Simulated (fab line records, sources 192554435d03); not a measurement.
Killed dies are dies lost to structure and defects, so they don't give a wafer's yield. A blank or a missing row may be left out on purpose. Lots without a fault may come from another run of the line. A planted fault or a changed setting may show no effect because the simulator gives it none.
Split-lot experiment | flow n5_finfet | 7 lots, 21 wafers read, on a route of 1938 steps

THE SPLIT
At N5_BEOL_M0_SAQP_ALD_48 (deposits SiO2, target thk 20 nm, pulse time 1 s, co reactant pulse time 1 s), the setting ald_cycles was moved away from the recipe's 139 on 8 of the 21 wafers read, by -10.1% to +15.1%. The other wafers ran this setting at the recipe's value.

The reading is taken at the split's own step.

THE READING
SiO2_of_BEOL_M0_SAQP_ALD_48.thk_nm (the simulator's own value, which no gauge read), in nm, at N5_BEOL_M0_SAQP_ALD_48 (deposits SiO2, target thk 20 nm, pulse time 1 s, co reactant pulse time 1 s). The file gives no usual value for it. The 13 wafers here that ran the recipe average 20.0 nm, standard deviation 0.072 nm.

wafer  | tool, chamber at the split | ald_cycles as run | against the recipe | SiO2_of_BEOL_M0_SAQP_ALD_48.thk_nm, nm | against lot-mates on the recipe
L077.1 | ald_sin-04, 3,2            | 139               | recipe             | 20                                     | -
L077.3 | ald_sin-04, 3,2            | 139               | recipe             | 20                                     | -
L077.4 | ald_sin-04, 1              | 151               | +8.6%              | 21.6                                   | +1.6
L081.3 | ald_sin-03, 1              | 139               | recipe             | 19.8                                   | -
L081.5 | ald_sin-03, 1              | 139               | recipe             | 19.8                                   | -
L081.6 | ald_sin-03, 2              | 139               | recipe             | 20                                     | -
L088.1 | ald_sin-04, 1              | 139               | recipe             | 20                                     | -
L088.3 | ald_sin-04, 0              | 132               | -5.0%              | 18.8                                   | -1.2
L088.5 | ald_sin-04, 1              | 132               | -5.0%              | 19                                     | -1.0
L090.1 | ald_sin-03, 0,3,1          | 139               | recipe             | 20                                     | -
L090.4 | ald_sin-03, 0,3,1          | 139               | recipe             | 20                                     | -
L090.5 | ald_sin-03, 0,3,1          | 139               | recipe             | 20                                     | -
L091.3 | ald_sin-02, 1,2            | 125               | -10.1%             | 18                                     | -2.0
L091.4 | ald_sin-02, 1,2            | 125               | -10.1%             | 18                                     | -2.0
L091.6 | ald_sin-02, 1              | 139               | recipe             | 20                                     | -
L095.3 | ald_sin-02, 0,3            | 153               | +10.1%             | 21.8                                   | +1.8
L095.6 | ald_sin-02, 0,3            | 153               | +10.1%             | 21.8                                   | +1.8
L095.4 | ald_sin-02, 3              | 139               | recipe             | 20                                     | -
L096.1 | ald_sin-02, 1,3            | 139               | recipe             | 20                                     | -
L096.5 | ald_sin-02, 1,3            | 139               | recipe             | 20                                     | -
L096.4 | ald_sin-02, 0              | 160               | +15.1%             | 23                                     | +3.0
Where a row lists several chambers, the file gives one row for several wafers and doesn't say which wafer went through which chamber.

THE FIT
A straight line over all 21 wafers: SiO2_of_BEOL_M0_SAQP_ALD_48.thk_nm changes by +0.194 nm for each +1% of ald_cycles; r = +1.00; the points scatter about the line by 0.086 nm.
The same after taking each lot's own level away (the mean of its wafers on the recipe; 21 wafers): +0.194 nm for each +1%; r = +1.00; scatter 0.079 nm.
On that fit, the largest move of ald_cycles shifts the reading by 2.9 nm.
The lots' own levels span 19.87 to 20.00 nm, that is 1.8 times the standard deviation above.
So the lot-to-lot level changes the slope little: the two slopes agree.
Check: with one of the wafers moved furthest among these (+15.1%) left out of the fit, the line predicts +2.85 nm for it against its lot-mates. It came out at +3 nm against them.

OTHER SPLITS ON THESE WAFERS
These wafers also went through other splits before the reading. Each is held against what the fit with the lots' levels taken away leaves over:
other split on the same wafers          | wafers away from the commonest value | r with SiO2_of_BEOL_M0_SAQP_ALD_48.thk_nm (lot level and that fit taken away)
N5_SD_ACTIVATION_LSA_01 temp_c          | 5                                    | +0.19
N5_HKMG_FIN_HK_ALD_01 ald_cycles        | 5                                    | -0.30
N5_HKMG_FIN_ALD_36 ald_cycles           | 8                                    | +0.34
N5_GATE_CUT_COAT_34 spin_rpm            | 4                                    | -0.11
N5_MOL_CONTACT_COAG_ALD_27 ald_cycles   | 5                                    | +0.33
N5_MOL_CONTACT_COAG_COAT_77 spin_rpm    | 7                                    | +0.10
N5_MOL_CONTACT_COAG_ALD_133 ald_cycles  | 9                                    | +0.10
N5_MOL_CONTACT_COAG_VIA_ETCH_117 bias_w | 7                                    | -0.08
N5_BEOL_M0_SAQP_ETCH_88 source_w        | 5                                    | -0.56

THE FILE'S OWN FIT
SiO2_of_BEOL_M0_SAQP_ALD_48.thk_nm changes by +0.194 nm for each +1% of ald_cycles, r = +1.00.
